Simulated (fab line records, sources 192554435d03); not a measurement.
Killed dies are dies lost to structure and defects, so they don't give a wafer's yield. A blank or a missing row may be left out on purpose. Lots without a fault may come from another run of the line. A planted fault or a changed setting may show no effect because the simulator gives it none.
Chamber matching | flow n5_finfet | N5_BEOL_M4_STRIP_19 on rie_diel-02: 4 sister chambers
The step strips in O2. 8 wafers are shown with their chamber, then 9 later ones without.

WAFERS WITH THEIR CHAMBER
wafer  | chamber | showerhead_plenum_p_Torr (Torr) | throttle_valve_pct (%)
L077.1 | 2       | 2.05                            | 16.59
L080.2 | 0       | 2.09                            | 16.73
L085.1 | 0       | 2.08                            | 16.75
L085.2 | 2       | 2.05                            | 16.61
L085.3 | 3       | 2.07                            | 17.20
L091.2 | 1       | 2.16                            | 16.95
L091.3 | 3       | 2.07                            | 17.22
L091.6 | 1       | 2.16                            | 16.95

WAFERS WITHOUT THEIR CHAMBER
wafer  | showerhead_plenum_p_Torr (Torr) | throttle_valve_pct (%)
L089.1 | 2.15                            | 16.94
L089.2 | 2.07                            | 17.20
L089.6 | 2.08                            | 16.77
L093.1 | 2.06                            | 17.25
L093.2 | 2.08                            | 16.76
L093.5 | 2.15                            | 16.97
L096.2 | 2.04                            | 16.18
L096.5 | 2.15                            | 17.01
L096.6 | 2.04                            | 16.18

WHICH CHAMBER EACH WENT THROUGH
wafer  | from the rows above | in truth
L089.1 | 1                   | 1
L089.2 | 3                   | 3
L089.6 | 0                   | 0
L093.1 | 3                   | 3
L093.2 | 0                   | 0
L093.5 | 1                   | 1
L096.2 | 2                   | 2
L096.5 | 1                   | 1
L096.6 | 2                   | 2
Placed correctly: 9 of 9. Can't be placed from these rows: 0. Placed wrongly: 0.
How it was worked out, from the rows above alone: a wafer's distance from a chamber is the root of the sum, over the readings, of the square of ((its reading less the chamber's mean) divided by the reading's scatter). The wafer belongs to the nearest chamber; if the next one is less than 2 further off, it can't be placed. A chamber's mean is the mean of its shown wafers. The scatter: the root of (the sum of the squares of (reading less its chamber's mean) over the shown wafers, divided by (wafers less chambers)).
